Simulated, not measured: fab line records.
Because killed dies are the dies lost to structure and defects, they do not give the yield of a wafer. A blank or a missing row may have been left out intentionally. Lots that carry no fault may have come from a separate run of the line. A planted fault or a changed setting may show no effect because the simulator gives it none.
fab line records	flow n5Finfet
record: lots: 10	wafers: 30	lastDay: 22
route steps=1938 shown BEOL_M14@1756 TV_OPEN@1890 PAD_METAL@1896 PASSIVATION@1909
lots that met no fault: taken from a fault-free run of the same line
startH: hours from the record's first day to the start of the lot's first wafer shown	waitH: hours elapsed since this lot's preceding step	" repeats the value in the row above	L1.1+2: a single row standing in for several wafers	- no value, or no start given	* or withheld: withheld	< > ~ a bound
route shown NAME@n: a module of which the file shows steps, and the number in the route of the first	usual: the fault-free wafers' mean and standard deviation	same: alike in all rows	chamber/n: place in a boat	sites: each site's reading	_std_site: how widely they spread, as a standard deviation	_edge_site: the outer-site mean with the inner-site mean subtracted	radiusMm: how far each site lies from the wafer's centre	mask NAME#n: copy n	behind: the tool/chamber that last shaped the wafer	hold: cause of the lot's hold/its duration in hours/its outcome	device: whichever transistor did not switch (one of n, p or np)	end of line: the tests these same wafers got at the end of their route	a step with no rows: only its recipe	killed: at the first sort, the dies lost to defects and structure; wafer yield is something else	map: per-die view of a wafer (x killed, . not killed, _ where there is no die)
set.NAME: the setting the step ran with; set.NAME@STEP: the setting that earlier step ran with	model.NAME: the simulator's own value behind a step, which no gauge read
one table for each step of the route and one row for each wafer, over a sample of lots
services: from which hour (startH, from the record's first day; less than 0 if before it) a tool's chamber was out of use, for how many hours, and why
== steps ==
step: N5_BEOL_M14_STRIP_37
recipe: chemistry: O2	powerW: 600	tempC: 60	pressureMtorr: 30	rfFrequencyHz: 6e+07	biasPowerW: 0	overashFraction: 0.3	o2FlowSccm: 225
usual: drypumpMotorCurrentA: 5.7/0.36	oesProductAu: 0.80/0.086	rfVppV: 3.5/0.87	showerheadPlenumPTorr: 2.12/0.076	throttleValvePct: 16.68/0.19
lot.wafer	tool	chamber	startH	waitH	drypumpMotorCurrentA	oesProductAu	rfHoursCounterH	rfVppV	showerheadPlenumPTorr	throttleValvePct
L805.2	rieDiel-04	1	291.78	2.0	5.6	0.83	80	4.2	2.03	16.84
L805.4	"	3	"	"	5.1	0.95	19	2.8	2.15	16.54
L805.5	"	3	"	"	5.1	0.95	-	2.9	2.15	16.49
L807.1	rieDiel-02	0	306.67	2.9	5.6	0.67	233	3.2	1.98	16.68
L807.4	"	2	"	"	5.7	0.75	139	2.8	2.18	16.75
L807.6	"	0	"	"	5.6	0.68	-	3.2	1.98	16.73
L813.2	rieDiel-02	2	394.90	3.7	5.7	0.73	169	3.9	2.17	16.81
L813.3	"	0	"	"	5.6	0.99	2	2.2	2.24	16.30
L813.4	"	3	"	"	5.6	0.71	216	2.4	1.99	16.99
L815.1	rieDiel-04	3	414.85	4.7	5.1	0.87	56	2.5	2.14	16.61
L815.2	"	2	"	"	5.1	0.88	32	3.5	2.04	16.40
L815.6	"	3	"	"	5.1	0.87	-	2.7	2.13	16.59
L816.3	rieDiel-04	2	415.78	1.8	5.1	0.89	33	3.3	2.04	16.36
L816.5	"	3	"	"	5.1	0.87	-	3.5	2.13	16.58
L816.6	"	1	"	"	5.6	0.79	-	3.8	2.02	16.92
L818.2	rieDiel-05	2	441.07	2.6	5.8	0.86	45	3.4	2.13	16.74
L818.5	"	1	"	"	5.4	0.83	-	3.7	2.22	16.50
L818.6	"	2	"	"	5.7	0.86	-	5.0	2.13	16.70
L825.4	rieDiel-04	3	455.74	1.3	5.1	0.87	71	4.2	2.13	16.62
L825.5	"	3	"	"	5.1	0.86	-	4.4	2.13	16.60
L825.6	"	2	"	"	5.1	0.88	-	3.2	2.04	16.42
L821.1	rieDiel-04	2	463.70	5.7	5.2	0.85	49	3.7	2.04	16.42
L821.2	"	1	"	"	5.6	0.77	136	4.4	2.01	16.90
L821.3	"	0	"	"	6.1	0.82	88	4.8	2.20	16.59
L822.1	rieDiel-02	1	470.47	0.4	5.7	0.95	7	4.6	2.15	16.42
L822.2	"	3	"	"	5.6	0.71	246	4.3	1.98	17.05
L822.5	"	3	"	"	5.6	0.69	-	4.6	1.98	17.03
L812.1	rieDiel-05	1	492.31	1.3	5.4	0.81	96	3.5	2.21	16.56
L812.3	"	0	"	"	6.3	0.78	104	2.9	2.11	16.73
L812.6	"	0	"	"	6.3	0.78	-	3.8	2.11	16.72
step: N5_PASSIVATION_ETCH_15
recipe: chemistry: CF4/N2	target: SiCN	targetDepthA: 750	taperDeg: 2	timeS: 81.2	ionEnergyEv: 150	maskMaterial: SiNx	pressureMtorr: 40	sourceW: 430	biasW: 70	Ar_flow_sccm: 100	cf4FlowSccm: 60	n2FlowSccm: 60
usual: drypumpMotorCurrentA: 5.8/0.36	oesProductAu: 0.80/0.067	rfVppV: 382.5/1.9	showerheadPlenumPTorr: 2.21/0.072	throttleValvePct: 15.42/0.21
lot.wafer	tool	chamber	startH	waitH	drypumpMotorCurrentA	oesProductAu	rfHoursCounterH	rfVppV	showerheadPlenumPTorr	throttleValvePct
L805.2	rieDiel-01	3	-	-	6.1	0.85	65	382.3	2.24	15.29
L805.4	"	1	"	"	5.6	0.92	14	385.2	2.34	15.29
L805.5	"	2	"	"	5.7	0.78	-	383.2	2.22	15.68
L807.1	rieDiel-03	0	-	-	6.0	0.81	82	380.4	2.15	15.57
L807.4	"	3	"	"	6.2	0.77	138	379.5	2.12	15.36
L807.6	"	0	"	"	6.0	0.81	-	379.7	2.15	15.59
L813.2	rieDiel-06	2	-	-	5.5	0.76	163	382.9	2.21	15.46
L813.3	"	1	"	"	6.3	0.86	61	381.9	2.16	15.50
L813.4	"	3	"	"	5.8	0.92	20	386.7	2.34	14.95
L815.1	rieDiel-03	2	-	-	5.9	0.77	118	382.4	2.22	15.51
L815.2	"	3	"	"	6.2	0.74	165	378.8	2.11	15.39
L815.6	"	2	"	"	5.9	0.77	-	382.7	2.22	15.52
L816.3	rieDiel-01	3	-	-	6.0	0.83	94	382.8	2.23	15.35
L816.5	"	1	"	"	5.6	0.88	-	386.1	2.33	15.36
L816.6	"	0	"	"	5.4	0.82	-	382.7	2.15	15.46
L818.2	rieDiel-03	2	-	-	5.9	0.76	126	382.6	2.22	15.51
L818.5	"	0	"	"	6.0	0.79	-	379.8	2.14	15.63
L818.6	"	3	"	"	6.2	0.74	-	380.1	2.11	15.40
L825.4	rieDiel-06	2	-	-	5.5	0.73	179	383.8	2.20	15.50
L825.5	"	1	"	"	6.3	0.84	-	379.7	2.15	15.53
L825.6	"	2	"	"	5.5	0.73	-	382.4	2.20	15.51
L821.1	rieDiel-03	0	-	-	6.0	0.78	122	379.4	2.13	15.65
L821.2	"	1	"	"	5.2	0.88	39	382.9	2.25	14.99
L821.3	"	3	"	"	6.2	0.73	179	379.8	2.11	15.42
L822.1	rieDiel-06	3	-	-	5.8	0.87	42	384.3	2.33	15.00
L822.2	"	0	"	"	6.5	0.70	222	385.5	2.27	15.55
L822.5	"	2	"	"	5.5	0.73	-	381.5	2.20	15.51
L812.1	rieDiel-06	0	-	-	6.5	0.71	229	383.6	2.26	15.56
L812.3	"	1	"	"	6.3	0.82	92	380.9	2.14	15.56
L812.6	"	2	"	"	5.5	0.73	-	381.2	2.20	15.53
step: N5_PASSIVATION_AL_DEP_21
recipe: material: Al	targetThkA: 28000	tempC: 400	timeS: 170	powerW: 30000	chamberPressurePa: 0.4	gas: Ar
usual: susceptorTempC: 400.00/0.22	throttleValvePct: 29.3/0.97
lot.wafer	tool	chamber	startH	waitH	susceptorTempC	throttleValvePct
L805.2	pvdSputter-02	-	307.67	0.1	400.04	28.4
L805.4	"	-	"	"	399.99	30.1
L805.5	"	-	"	"	399.76	28.7
L807.1	pvdSputter-03	-	323.58	0.1	399.91	28.9
L807.4	"	-	"	"	400.00	29.6
L807.6	"	-	"	"	399.72	29.4
L813.2	pvdSputter-02	-	415.50	0.1	400.31	28.4
L813.3	"	-	"	"	399.96	31.3
L813.4	"	-	"	"	400.14	28.7
L815.1	pvdSputter-03	-	429.51	0.1	399.98	29.0
L815.2	"	-	"	"	400.13	28.2
L815.6	"	-	"	"	399.95	28.2
L816.3	pvdSputter-01	-	432.96	0.1	400.24	30.0
L816.5	"	-	"	"	399.80	31.6
L816.6	"	-	"	"	399.95	28.5
L818.2	pvdSputter-03	-	463.06	0.1	400.28	29.2
L818.5	"	-	"	"	400.00	29.0
L818.6	"	-	"	"	399.73	28.7
L825.4	pvdSputter-02	-	469.92	0.1	399.74	28.4
L825.5	"	-	"	"	400.18	30.0
L825.6	"	-	"	"	400.19	28.7
L821.1	pvdSputter-03	-	480.18	0.1	400.10	27.9
L821.2	"	-	"	"	399.61	29.2
L821.3	"	-	"	"	399.70	28.6
L822.1	pvdSputter-02	-	492.41	0.1	400.19	28.4
L822.2	"	-	"	"	399.93	31.0
L822.5	"	-	"	"	400.07	28.4
L812.1	pvdSputter-03	-	511.12	0.1	400.03	28.8
L812.3	"	-	"	"	399.91	28.2
L812.6	"	-	"	"	400.02	29.1
step: N5_PASSIVATION_AL_ETCH_33
recipe: chemistry: Cl2/BCl3	targetDepthA: 28000	overEtchFrac: 0.15	Cl2_flow_sccm: 180	bcl3FlowSccm: 60	target: Al	stopOn: TaN	timeS: 466.7	ionEnergyEv: 100	pressureMtorr: 10	icpW: 900	biasW: 100
usual: drypumpMotorCurrentA: 5.7/0.31	heBacksideLeakSccm: 3.34/0.19	oesProductAu: 0.74/0.083	throttleValvePct: 34.24/0.14
lot.wafer	tool	chamber	startH	waitH	drypumpMotorCurrentA	heBacksideLeakSccm	oesProductAu	rfHoursCounterH	throttleValvePct
L805.2	rieMetal-01	1	308.44	0.1	5.9	3.54	0.58	101	34.46
L805.4	"	1	"	"	5.9	3.42	0.58	-	34.44
L805.5	"	1	"	"	5.9	3.43	0.58	-	34.43
L807.1	rieMetal-02	1	324.35	0.1	5.7	3.17	0.83	6	34.28
L807.4	"	0	"	"	6.3	3.52	0.69	-	34.27
L807.6	"	0	"	"	6.2	3.37	0.68	-	34.28
L813.2	rieMetal-03	1	416.51	0.2	5.5	3.34	0.69	-	34.36
L813.3	"	1	"	"	5.5	3.41	0.69	-	34.37
L813.4	"	1	"	"	5.5	3.25	0.69	-	34.36
L815.1	rieMetal-03	1	430.16	0.1	5.5	3.37	0.70	56	34.33
L815.2	"	0	"	"	5.3	2.65	0.87	1	34.14
L815.6	"	1	"	"	5.5	3.31	0.69	-	34.37
L816.3	rieMetal-01	0	433.87	0.2	5.6	3.64	0.82	-	33.90
L816.5	"	1	"	"	5.9	3.43	0.83	-	34.18
L816.6	"	0	"	"	5.6	3.82	0.82	-	33.91
L818.2	rieMetal-03	1	463.72	0.1	5.4	3.47	0.69	58	34.36
L818.5	"	1	"	"	5.4	3.52	0.69	-	34.34
L818.6	"	0	"	"	5.4	2.99	0.85	-	34.12
L825.4	rieMetal-03	1	470.82	0.2	5.4	3.46	0.68	-	34.37
L825.5	"	0	"	"	5.3	3.35	0.83	-	34.17
L825.6	"	1	"	"	5.5	3.51	0.68	-	34.38
L821.1	rieMetal-02	0	480.84	0.1	6.3	3.43	0.65	63	34.35
L821.2	"	1	"	"	5.7	3.19	0.78	17	34.29
L821.3	"	0	"	"	6.3	3.58	0.66	-	34.32
L822.1	rieMetal-03	1	493.38	0.1	5.5	3.27	0.67	61	34.40
L822.2	"	0	"	"	5.3	3.11	0.80	6	34.20
L822.5	"	1	"	"	5.5	3.37	0.67	-	34.42
L812.1	rieMetal-03	0	511.89	0.1	5.4	3.00	0.80	8	34.14
L812.3	"	0	"	"	5.3	3.25	0.80	-	34.16
L812.6	"	1	"	"	5.5	3.36	0.67	-	34.38
step: N5_PASSIVATION_PROBE_49
usual: defectLimitedYield: 91.4/1.2	killed_at_M0_to_M3: 34/10	killed_at_M4_up: 14/5.1	killedAtContacts: 12/6.4	killedAtFrontEnd: 38/9.3	killedAtOther: 4/3	killedDies: 102/15	killedOpen: 67/12	killedShort: 33/6.9	sort_bin_5_function: 5.0/0.86	sort_bin_6_memory: 3.2/0.58	sortNPass: 1078/15	sortYieldPct: 91.4/1.2
same: grossDies: 1180	killedAtBackSide: 0	sort_bin_4_leakage[%]: 0	sort_bin_8_speed[%]: 0
lot.wafer	tool	chamber	startH	waitH	defectLimitedYield[%]	killed_at_M0_to_M3	killed_at_M4_up	killedAtContacts	killedAtFrontEnd	killedAtOther	killedDies	killedOpen	killedShort	sort_bin_5_function[%]	sort_bin_6_memory[%]	sortNPass	sortYieldPct[%]
L816.3	prober-01	-	438.56	0.1	92.1	30	20	9	30	4	93	63	29	4.1	3.4	1087	92.1
L816.5	prober-01	-	438.66	0.2	91.4	40	10	13	32	6	101	61	34	4.9	3.3	1079	91.4
L816.6	prober-01	-	438.71	0.3	92.8	23	5	13	37	7	85	47	36	4.3	2.8	1095	92.8
L825.4	prober-01	-	475.71	0.2	83.1	28	127	18	22	5	200	49	33	10.7	4.2	980	83.1
L825.5	prober-01	-	475.76	0.2	82.6	26	125	15	38	1	205	56	35	11.2	4.2	975	82.6
L825.6	prober-01	-	475.81	0.3	81.4	25	133	17	41	4	220	62	34	11.7	4.3	960	81.4
L821.1	prober-01	-	485.54	0.0	81.9	36	127	7	38	6	214	71	27	11.1	4.5	966	81.9
L821.2	prober-01	-	485.59	0.1	83.7	20	126	16	30	0	192	65	18	10.3	4.0	988	83.7
L821.3	prober-01	-	485.64	0.1	86.6	19	94	2	42	1	158	50	28	8.5	3.1	1022	86.6
killed by level:class
L816.3 BEOL_M4:geometricParticle:open=8 MOL_CONTACT_COAG:geometricParticle:open=8 BEOL_M2:geometricParticle:open=7 FIN_SAQP:geometricParticle:open=6 BEOL_M1:geometricParticle:open=6 BEOL_M0_SAQP:geometricParticle:open=5 BEOL_M0_SAQP:geometricParticle:short=5 FIN_SAQP:geometricParticle:short=4
L816.5 FIN_SAQP:geometricParticle:open=12 MOL_CONTACT_COAG:geometricParticle:open=10 FIN_SAQP:geometricParticle:short=9 BEOL_M0_SAQP:geometricParticle:short=8 BEOL_M2:geometricParticle:open=7 BEOL_M1:geometricParticle:open=6 BEOL_M3:geometricParticle:open=5 DUMMY_GATE:geometricParticle:open=4
L816.6 STI_FIN_REVEAL:geometricParticle:open=8 MOL_CONTACT_COAG:geometricParticle:open=8 BEOL_M1:geometricParticle:open=6 FIN_SAQP:geometricParticle:short=5 DUMMY_GATE:geometricParticle:open=5 MOL_CONTACT_COAG:geometricParticle:short=5 BEOL_M0_SAQP:geometricParticle:short=5 STARTING-WAFER:geometricParticle:short=5
L825.4 BEOL_M14:unspecified=117 MOL_CONTACT_COAG:geometricParticle:open=13 BEOL_M4:geometricParticle:open=8 GATE_CUT:geometricParticle:short=7 BEOL_M0_SAQP:geometricParticle:short=7 BEOL_M1:geometricParticle:open=7 BEOL_M3:geometricParticle:open=7 FIN_SAQP:geometricParticle:short=5
L825.5 BEOL_M14:unspecified=113 MOL_CONTACT_COAG:geometricParticle:open=12 STI_FIN_REVEAL:geometricParticle:open=8 BEOL_M0_SAQP:geometricParticle:open=8 FIN_SAQP:geometricParticle:short=7 BEOL_M0_SAQP:geometricParticle:short=6 GATE_CUT:geometricParticle:short=5 BEOL_M4:geometricParticle:open=4
L825.6 BEOL_M14:unspecified=122 MOL_CONTACT_COAG:geometricParticle:open=14 FIN_SAQP:geometricParticle:open=9 GATE_CUT:geometricParticle:short=9 FIN_SAQP:geometricParticle:short=5 BEOL_M1:geometricParticle:open=5 BEOL_M3:geometricParticle:open=5 BEOL_M4:geometricParticle:open=5
L821.1 BEOL_M14:unspecified=108 BEOL_M4:geometricParticle:open=10 DUMMY_GATE:geometricParticle:open=9 MOL_CONTACT_COAG:geometricParticle:open=7 BEOL_M3:geometricParticle:open=7 BEOL_M0_SAQP:geometricParticle:short=6 DUMMY_GATE:geometricParticle:short=5 GATE_CUT:geometricParticle:short=5
L821.2 BEOL_M14:unspecified=108 MOL_CONTACT_COAG:geometricParticle:open=15 BEOL_M4:geometricParticle:open=9 BEOL_M0_SAQP:geometricParticle:open=8 BEOL_M2:geometricParticle:open=7 GATE_CUT:geometricParticle:open=5 FIN_SAQP:geometricParticle:short=4 FIN_SAQP:geometricParticle:open=4
L821.3 BEOL_M14:unspecified=79 STI_FIN_REVEAL:geometricParticle:open=8 BEOL_M4:geometricParticle:open=8 DUMMY_GATE:geometricParticle:open=7 FIN_SAQP:geometricParticle:short=4 GATE_CUT:geometricParticle:open=4 GATE_CUT:geometricParticle:short=4 BEOL_M0_SAQP:geometricParticle:open=4
== services ==
tool	chamber	startH	hours	kind
rieDiel-06	3	270.58	2.7	repair
pvdSputter-03	-	273.75	1.9	repair
rieMetal-02	1	291.93	7.4	repair
rieDiel-04	2	292.39	-	clean
rieDiel-04	2	292.39	-	consumableReplace:focusRing
rieMetal-01	-	300.39	1.4	pm
rieDiel-01	0	323.77	1.3	repair
rieDiel-05	1	333.99	5.9	repair
rieDiel-02	3	335.79	4.6	repair
pvdSputter-03	-	368.86	6.0	repair
rieDiel-04	3	382.33	7.4	repair
rieDiel-04	0	393.93	4.7	repair
rieDiel-04	0	401.55	15.5	repair
rieMetal-03	0	404.07	-	clean
rieMetal-03	0	404.07	20.3	scheduledDown
rieMetal-03	0	404.07	20.3	ventCycle
rieMetal-01	-	405.32	0.6	repair
rieDiel-02	0	421.32	2.2	repair
rieDiel-01	-	424.75	0.6	repair
pvdSputter-01	-	437.04	27.5	repair
rieMetal-01	1	456.70	2.4	repair
rieDiel-02	0	466.35	8.4	repair
rieDiel-05	3	471.18	44.2	repair
rieDiel-01	1	505.72	8.0	repair
== key ==
firstSign: step: N5_PASSIVATION_PROBE_49	reading: killed_at_M4_up	direction: up	sigmas: 21	usual: 14	struck: 122
effect: step: N5_PASSIVATION_PROBE_49	reading: defectLimitedYield	direction: down	sigmas: 6.6	usual: 91.4	struck: 83.2
moreKillsBornAt: N5_BEOL_M14_STRIP_37@rieDiel-04: 647
metAt N5_BEOL_M14_STRIP_37
struckLots L821,L825
notActingAt N5_PASSIVATION_ETCH_15,N5_PASSIVATION_AL_DEP_21,N5_PASSIVATION_AL_ETCH_33
onsetBetween 415.78 455.74
fault: kind: chamberParticleSource	tool: rieDiel-04	chamber: -	onsetH: 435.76	steps: N5_BEOL_M14_STRIP_37	ratePerVisitCm2: 0.66256	endH: 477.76
